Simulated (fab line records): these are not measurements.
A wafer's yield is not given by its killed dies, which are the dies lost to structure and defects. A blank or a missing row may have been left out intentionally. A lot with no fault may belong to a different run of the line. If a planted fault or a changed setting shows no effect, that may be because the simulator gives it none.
What tool caused it? / flow n5Finfet / 12 lots, 33 wafers sampled, at 5 steps of a route of 1938

## WHAT EACH GAUGE READ, for each wafer
The record lacks any reading of a measuring or inspecting step that a usual standard deviation could be used to judge.

## WHICH TOOL RAN EACH LOT (tool, then ch and the chambers of the sampled wafers, then the start)
lot=L666; N5_BEOL_M3_SPUTTER_96=pvdSputter-01, day 7 17:29; N5_PASSIVATION_ETCH_15=rieDiel-03 ch 3, day 12 02:08 or earlier; N5_PASSIVATION_PRE_CLEAN_19=pvdSputter-03, day 12 02:08; N5_PASSIVATION_ETCH_54=rieDiel-01 ch 1, day 12 04:50; N5_PASSIVATION_PROBE_49=-
lot=L667; N5_BEOL_M3_SPUTTER_96=pvdSputter-03, day 7 22:59; N5_PASSIVATION_ETCH_15=rieDiel-03 ch 1,3, day 12 12:10 or earlier; N5_PASSIVATION_PRE_CLEAN_19=pvdSputter-02, day 12 12:10; N5_PASSIVATION_ETCH_54=rieDiel-06 ch 2,3, day 12 15:20; N5_PASSIVATION_PROBE_49=prober-01, day 12 18:08
lot=L670; N5_BEOL_M3_SPUTTER_96=pvdSputter-02, day 8 10:25; N5_PASSIVATION_ETCH_15=rieDiel-05 ch 1,2,3, day 13 11:56 or earlier; N5_PASSIVATION_PRE_CLEAN_19=pvdSputter-02, day 13 11:56; N5_PASSIVATION_ETCH_54=rieDiel-02 ch 0,2,3, day 13 14:37; N5_PASSIVATION_PROBE_49=prober-01, day 13 17:33
lot=L671; N5_BEOL_M3_SPUTTER_96=pvdSputter-02, day 9 00:08; N5_PASSIVATION_ETCH_15=rieDiel-05 ch 0,1,3, day 13 16:44 or earlier; N5_PASSIVATION_PRE_CLEAN_19=pvdSputter-01, day 13 16:44; N5_PASSIVATION_ETCH_54=rieDiel-06 ch 1,2,3, day 13 19:38; N5_PASSIVATION_PROBE_49=-
lot=L669; N5_BEOL_M3_SPUTTER_96=pvdSputter-03, day 9 00:14; N5_PASSIVATION_ETCH_15=rieDiel-04 ch 1,2, day 13 12:28 or earlier; N5_PASSIVATION_PRE_CLEAN_19=pvdSputter-02, day 13 12:28; N5_PASSIVATION_ETCH_54=rieDiel-06 ch 0,2,3, day 13 15:26; N5_PASSIVATION_PROBE_49=prober-02, day 13 18:39
lot=L673; N5_BEOL_M3_SPUTTER_96=pvdSputter-03, day 9 06:17; N5_PASSIVATION_ETCH_15=rieDiel-05 ch 2, day 14 04:49 or earlier; N5_PASSIVATION_PRE_CLEAN_19=pvdSputter-02, day 14 04:49; N5_PASSIVATION_ETCH_54=rieDiel-06 ch 3, day 14 08:02; N5_PASSIVATION_PROBE_49=-
lot=L672; N5_BEOL_M3_SPUTTER_96=pvdSputter-03, day 9 12:53; N5_PASSIVATION_ETCH_15=rieDiel-05 ch 1,2,3, day 13 19:43 or earlier; N5_PASSIVATION_PRE_CLEAN_19=pvdSputter-02, day 13 19:43; N5_PASSIVATION_ETCH_54=rieDiel-06 ch 0,1, day 13 22:38; N5_PASSIVATION_PROBE_49=-
lot=L676; N5_BEOL_M3_SPUTTER_96=pvdSputter-02, day 10 14:26; N5_PASSIVATION_ETCH_15=rieDiel-05 ch 1,2,3, day 15 09:15 or earlier; N5_PASSIVATION_PRE_CLEAN_19=pvdSputter-03, day 15 09:15; N5_PASSIVATION_ETCH_54=rieDiel-02 ch 0,2,3, day 15 12:38; N5_PASSIVATION_PROBE_49=prober-02, day 15 16:07
lot=L677; N5_BEOL_M3_SPUTTER_96=pvdSputter-02, day 10 16:19; N5_PASSIVATION_ETCH_15=rieDiel-03 ch 1,2, day 15 05:03 or earlier; N5_PASSIVATION_PRE_CLEAN_19=pvdSputter-02, day 15 05:03; N5_PASSIVATION_ETCH_54=rieDiel-06 ch 1,2,3, day 15 07:44; N5_PASSIVATION_PROBE_49=prober-01, day 15 10:41
lot=L679; N5_BEOL_M3_SPUTTER_96=pvdSputter-03, day 10 21:23; N5_PASSIVATION_ETCH_15=rieDiel-05 ch 0,3, day 16 07:23 or earlier; N5_PASSIVATION_PRE_CLEAN_19=pvdSputter-01, day 16 07:23; N5_PASSIVATION_ETCH_54=rieDiel-06 ch 0,1, day 16 10:12; N5_PASSIVATION_PROBE_49=prober-02, day 16 13:01
lot=L685; N5_BEOL_M3_SPUTTER_96=pvdSputter-03, day 12 10:56; N5_PASSIVATION_ETCH_15=rieDiel-03 ch 0,1,2, day 17 05:40 or earlier; N5_PASSIVATION_PRE_CLEAN_19=pvdSputter-03, day 17 05:40; N5_PASSIVATION_ETCH_54=rieDiel-02 ch 1,2,3, day 17 08:43; N5_PASSIVATION_PROBE_49=prober-01, day 17 11:30
lot=L684; N5_BEOL_M3_SPUTTER_96=pvdSputter-03, day 12 14:45; N5_PASSIVATION_ETCH_15=rieDiel-05 ch 0,1,2, day 17 18:37 or earlier; N5_PASSIVATION_PRE_CLEAN_19=pvdSputter-02, day 17 18:37; N5_PASSIVATION_ETCH_54=rieDiel-02 ch 0,1,2, day 17 22:02; N5_PASSIVATION_PROBE_49=prober-02, day 18 00:57
- N5_BEOL_M3_SPUTTER_96: material Cu, target thk 4.5 nm, time 8.29 s.
- N5_PASSIVATION_ETCH_15: etches SiCN in CF4/N2, target depth 75 nm, time 81.2 s.
- N5_PASSIVATION_PRE_CLEAN_19
- N5_PASSIVATION_ETCH_54: etches SiO2 in CHF3/O2, target depth 880 nm, time 440 s.
- N5_PASSIVATION_PROBE_49

## WHAT THE TOOLS THEMSELVES READ (means of the sampled wafers that have a number; where no wafer has one, the mark that the record gives instead)
N5_BEOL_M3_SPUTTER_96. Usual: throttleValvePct 29.5 %, standard deviation 1.2.
lot=L666; tool=pvdSputter-01; throttleValvePct (%)=28.1; flag=
lot=L667; tool=pvdSputter-03; throttleValvePct (%)=30.0; flag=
lot=L670; tool=pvdSputter-02; throttleValvePct (%)=29.2; flag=
lot=L671; tool=pvdSputter-02; throttleValvePct (%)=28.6; flag=
lot=L669; tool=pvdSputter-03; throttleValvePct (%)=29.7; flag=
lot=L673; tool=pvdSputter-03; throttleValvePct (%)=29.5; flag=
lot=L672; tool=pvdSputter-03; throttleValvePct (%)=30.5; flag=
lot=L676; tool=pvdSputter-02; throttleValvePct (%)=29.4; flag=
lot=L677; tool=pvdSputter-02; throttleValvePct (%)=28.5; flag=
lot=L679; tool=pvdSputter-03; throttleValvePct (%)=29.1; flag=
lot=L685; tool=pvdSputter-03; throttleValvePct (%)=30.8; flag=
lot=L684; tool=pvdSputter-03; throttleValvePct (%)=29.1; flag=

N5_PASSIVATION_ETCH_15. Usual: drypumpMotorCurrentA 5.6 A, standard deviation 0.48; oesProductAu 0.79 a.u., standard deviation 0.077; rfVppV 383.2 V, standard deviation 1.8; showerheadPlenumPTorr 2.24 Torr, standard deviation 0.061; throttleValvePct 15.38 %, standard deviation 0.17.
lot=L666; tool=rieDiel-03; drypumpMotorCurrentA (A)=5.2; oesProductAu (a.u.)=0.93; rfVppV (V)=382.8; showerheadPlenumPTorr (Torr)=2.18; throttleValvePct (%)=15.22; flag=
lot=L667; tool=rieDiel-03; drypumpMotorCurrentA (A)=5.2; oesProductAu (a.u.)=0.87; rfVppV (V)=382.8; showerheadPlenumPTorr (Torr)=2.23; throttleValvePct (%)=15.28; flag=
lot=L670; tool=rieDiel-05; drypumpMotorCurrentA (A)=5.6; oesProductAu (a.u.)=0.80; rfVppV (V)=384.0; showerheadPlenumPTorr (Torr)=2.26; throttleValvePct (%)=15.47; flag=
lot=L671; tool=rieDiel-05; drypumpMotorCurrentA (A)=5.7; oesProductAu (a.u.)=0.81; rfVppV (V)=382.9; showerheadPlenumPTorr (Torr)=2.26; throttleValvePct (%)=15.32; flag=
lot=L669; tool=rieDiel-04; drypumpMotorCurrentA (A)=6.3; oesProductAu (a.u.)=0.78; rfVppV (V)=383.3; showerheadPlenumPTorr (Torr)=2.23; throttleValvePct (%)=15.49; flag=
lot=L673; tool=rieDiel-05; drypumpMotorCurrentA (A)=5.2; oesProductAu (a.u.)=0.67; rfVppV (V)=384.0; showerheadPlenumPTorr (Torr)=2.27; throttleValvePct (%)=15.75; flag=
lot=L672; tool=rieDiel-05; drypumpMotorCurrentA (A)=5.6; oesProductAu (a.u.)=0.79; rfVppV (V)=383.0; showerheadPlenumPTorr (Torr)=2.26; throttleValvePct (%)=15.48; flag=
lot=L676; tool=rieDiel-05; drypumpMotorCurrentA (A)=5.6; oesProductAu (a.u.)=0.78; rfVppV (V)=382.9; showerheadPlenumPTorr (Torr)=2.25; throttleValvePct (%)=15.49; flag=
lot=L677; tool=rieDiel-03; drypumpMotorCurrentA (A)=5.6; oesProductAu (a.u.)=0.80; rfVppV (V)=384.8; showerheadPlenumPTorr (Torr)=2.31; throttleValvePct (%)=15.32; flag=
lot=L679; tool=rieDiel-05; drypumpMotorCurrentA (A)=5.3; oesProductAu (a.u.)=0.73; rfVppV (V)=383.1; showerheadPlenumPTorr (Torr)=2.25; throttleValvePct (%)=15.38; flag=
lot=L685; tool=rieDiel-03; drypumpMotorCurrentA (A)=5.7; oesProductAu (a.u.)=0.80; rfVppV (V)=382.7; showerheadPlenumPTorr (Torr)=2.25; throttleValvePct (%)=15.40; flag=
lot=L684; tool=rieDiel-05; drypumpMotorCurrentA (A)=5.7; oesProductAu (a.u.)=0.83; rfVppV (V)=384.1; showerheadPlenumPTorr (Torr)=2.26; throttleValvePct (%)=15.33; flag=

N5_PASSIVATION_PRE_CLEAN_19. Usual: heaterPowerW 479 W, standard deviation 73.
lot=L666; tool=pvdSputter-03; heaterPowerW (W)=497; flag=
lot=L667; tool=pvdSputter-02; heaterPowerW (W)=505; flag=
lot=L670; tool=pvdSputter-02; heaterPowerW (W)=424; flag=
lot=L671; tool=pvdSputter-01; heaterPowerW (W)=514; flag=
lot=L669; tool=pvdSputter-02; heaterPowerW (W)=510; flag=
lot=L673; tool=pvdSputter-02; heaterPowerW (W)=533; flag=
lot=L672; tool=pvdSputter-02; heaterPowerW (W)=421; flag=
lot=L676; tool=pvdSputter-03; heaterPowerW (W)=459; flag=
lot=L677; tool=pvdSputter-02; heaterPowerW (W)=493; flag=
lot=L679; tool=pvdSputter-01; heaterPowerW (W)=516; flag=
lot=L685; tool=pvdSputter-03; heaterPowerW (W)=494; flag=
lot=L684; tool=pvdSputter-02; heaterPowerW (W)=570; flag=

N5_PASSIVATION_ETCH_54. Usual: drypumpMotorCurrentA 5.6 A, standard deviation 0.31; oesProductAu 0.80 a.u., standard deviation 0.058; rfVppV 524 V, standard deviation 14; showerheadPlenumPTorr 2.40 Torr, standard deviation 0.093; throttleValvePct 18.8 %, standard deviation 0.32.
lot=L666; tool=rieDiel-01; drypumpMotorCurrentA (A)=5.5; oesProductAu (a.u.)=0.88; rfVppV (V)=524; showerheadPlenumPTorr (Torr)=2.43; throttleValvePct (%)=18.5; flag=
lot=L667; tool=rieDiel-06; drypumpMotorCurrentA (A)=5.2; oesProductAu (a.u.)=0.83; rfVppV (V)=542; showerheadPlenumPTorr (Torr)=2.41; throttleValvePct (%)=18.9; flag=
lot=L670; tool=rieDiel-02; drypumpMotorCurrentA (A)=5.8; oesProductAu (a.u.)=0.77; rfVppV (V)=524; showerheadPlenumPTorr (Torr)=2.36; throttleValvePct (%)=18.6; flag=
lot=L671; tool=rieDiel-06; drypumpMotorCurrentA (A)=5.5; oesProductAu (a.u.)=0.82; rfVppV (V)=535; showerheadPlenumPTorr (Torr)=2.44; throttleValvePct (%)=18.8; flag=
lot=L669; tool=rieDiel-06; drypumpMotorCurrentA (A)=5.4; oesProductAu (a.u.)=0.77; rfVppV (V)=529; showerheadPlenumPTorr (Torr)=2.35; throttleValvePct (%)=19.0; flag=
lot=L673; tool=rieDiel-06; drypumpMotorCurrentA (A)=5.3; oesProductAu (a.u.)=0.80; rfVppV (V)=549; showerheadPlenumPTorr (Torr)=2.36; throttleValvePct (%)=19.3; flag=
lot=L672; tool=rieDiel-06; drypumpMotorCurrentA (A)=5.8; oesProductAu (a.u.)=0.74; rfVppV (V)=507; showerheadPlenumPTorr (Torr)=2.37; throttleValvePct (%)=19.0; flag=
lot=L676; tool=rieDiel-02; drypumpMotorCurrentA (A)=5.8; oesProductAu (a.u.)=0.76; rfVppV (V)=527; showerheadPlenumPTorr (Torr)=2.36; throttleValvePct (%)=18.6; flag=
lot=L677; tool=rieDiel-06; drypumpMotorCurrentA (A)=5.5; oesProductAu (a.u.)=0.81; rfVppV (V)=535; showerheadPlenumPTorr (Torr)=2.44; throttleValvePct (%)=18.9; flag=
lot=L679; tool=rieDiel-06; drypumpMotorCurrentA (A)=5.8; oesProductAu (a.u.)=0.75; rfVppV (V)=510; showerheadPlenumPTorr (Torr)=2.40; throttleValvePct (%)=18.9; flag=
lot=L685; tool=rieDiel-02; drypumpMotorCurrentA (A)=5.7; oesProductAu (a.u.)=0.87; rfVppV (V)=518; showerheadPlenumPTorr (Torr)=2.39; throttleValvePct (%)=18.4; flag=
lot=L684; tool=rieDiel-02; drypumpMotorCurrentA (A)=5.6; oesProductAu (a.u.)=0.79; rfVppV (V)=523; showerheadPlenumPTorr (Torr)=2.41; throttleValvePct (%)=18.6; flag=

N5_PASSIVATION_PROBE_49. Usual: defectLimitedYield 91.4 %, standard deviation 1.4; killed_at_M0_to_M3 33, standard deviation 10; killed_at_M4_up 14, standard deviation 6.1; killedAtContacts 14, standard deviation 6.1; killedAtFrontEnd 38, standard deviation 9.7; killedAtOther 3.1, standard deviation 2.9; killedDies 102, standard deviation 17; killedOpen 67, standard deviation 13; killedShort 32, standard deviation 8; sort_bin_5_function 5.1 %, standard deviation 0.94; sort_bin_6_memory 3.2 %, standard deviation 0.68; sort_bin_8_speed 0.02 %, standard deviation 0.17; sortNPass 1078, standard deviation 17; sortYieldPct 91.3 %, standard deviation 1.5.
lot=L667; tool=prober-01; defectLimitedYield (%)=92.8; killed_at_M0_to_M3=24; killed_at_M4_up=11; killedAtContacts=16; killedAtFrontEnd=29; killedAtOther=4.3; killedDies=85; killedOpen=61; killedShort=23; sort_bin_5_function (%)=4.0; sort_bin_6_memory (%)=2.9; sort_bin_8_speed (%)=0.00; sortNPass=1095; sortYieldPct (%)=92.8; flag=
lot=L670; tool=prober-01; defectLimitedYield (%)=91.6; killed_at_M0_to_M3=27; killed_at_M4_up=15; killedAtContacts=10; killedAtFrontEnd=45; killedAtOther=1.7; killedDies=99; killedOpen=65; killedShort=34; sort_bin_5_function (%)=5.1; sort_bin_6_memory (%)=3.2; sort_bin_8_speed (%)=0.00; sortNPass=1081; sortYieldPct (%)=91.6; flag=
lot=L669; tool=prober-02; defectLimitedYield (%)=91.3; killed_at_M0_to_M3=29; killed_at_M4_up=17; killedAtContacts=18; killedAtFrontEnd=38; killedAtOther=1.3; killedDies=103; killedOpen=74; killedShort=28; sort_bin_5_function (%)=5.2; sort_bin_6_memory (%)=3.2; sort_bin_8_speed (%)=0.00; sortNPass=1077; sortYieldPct (%)=91.3; flag=
lot=L676; tool=prober-02; defectLimitedYield (%)=89.8; killed_at_M0_to_M3=35; killed_at_M4_up=16; killedAtContacts=24; killedAtFrontEnd=45; killedAtOther=0.3; killedDies=121; killedOpen=82; killedShort=39; sort_bin_5_function (%)=6.1; sort_bin_6_memory (%)=3.8; sort_bin_8_speed (%)=0.00; sortNPass=1059; sortYieldPct (%)=89.8; flag=
lot=L677; tool=prober-01; defectLimitedYield (%)=91.1; killed_at_M0_to_M3=36; killed_at_M4_up=10; killedAtContacts=16; killedAtFrontEnd=40; killedAtOther=3.0; killedDies=105; killedOpen=63; killedShort=36; sort_bin_5_function (%)=5.2; sort_bin_6_memory (%)=2.5; sort_bin_8_speed (%)=0.00; sortNPass=1075; sortYieldPct (%)=91.1; flag=
lot=L679; tool=prober-02; defectLimitedYield (%)=93.0; killed_at_M0_to_M3=35; killed_at_M4_up=11; killedAtContacts=11; killedAtFrontEnd=22; killedAtOther=3.5; killedDies=82; killedOpen=52; killedShort=30; sort_bin_5_function (%)=4.6; sort_bin_6_memory (%)=2.2; sort_bin_8_speed (%)=0.00; sortNPass=1098; sortYieldPct (%)=93.0; flag=
lot=L685; tool=prober-01; defectLimitedYield (%)=80.7; killed_at_M0_to_M3=168; killed_at_M4_up=13; killedAtContacts=12; killedAtFrontEnd=32; killedAtOther=3.7; killedDies=228; killedOpen=61; killedShort=33; sort_bin_5_function (%)=11.4; sort_bin_6_memory (%)=4.0; sort_bin_8_speed (%)=0.08; sortNPass=951; sortYieldPct (%)=80.6; flag=OFF
lot=L684; tool=prober-02; defectLimitedYield (%)=80.7; killed_at_M0_to_M3=180; killed_at_M4_up=12; killedAtContacts=11; killedAtFrontEnd=22; killedAtOther=3.3; killedDies=227; killedOpen=48; killedShort=22; sort_bin_5_function (%)=11.2; sort_bin_6_memory (%)=3.5; sort_bin_8_speed (%)=0.00; sortNPass=953; sortYieldPct (%)=80.7; flag=OFF

## THE ANSWER, worked out from the rows above alone
Rule: take the mean of a lot's wafers that have a number; if it is more than 3 standard deviations from the usual mean, the lot is off. Also off: a lot with no number at a reading for which 4 or more lots have one. The other lots that the step has rows for count as sound. After the gauges, taken in route order, come the tools' own readings; for these a lot's mean is taken, as printed above. At the first step where some lot is off, the reading lying furthest off is the one used; lots without a number count as furthest.
Off: L685, L684, at N5_PASSIVATION_PROBE_49 (killed_at_M0_to_M3). Neither off nor sound, because the step has no rows for them: L666, L671, L673, L672.
A tool fits if, at that step or a process step before it, it ran every lot that is off, and no sound lot after the first of them. Because N5_PASSIVATION_ETCH_15 lacks a start for some lots, the hours and order of its lots are taken from N5_PASSIVATION_PRE_CLEAN_19. Can't be told from this: 2 tools fit, pvdSputter-03 at N5_BEOL_M3_SPUTTER_96, rieDiel-02 at N5_PASSIVATION_ETCH_54.

## WHAT WAS PUT IN BY THE SIMULATOR
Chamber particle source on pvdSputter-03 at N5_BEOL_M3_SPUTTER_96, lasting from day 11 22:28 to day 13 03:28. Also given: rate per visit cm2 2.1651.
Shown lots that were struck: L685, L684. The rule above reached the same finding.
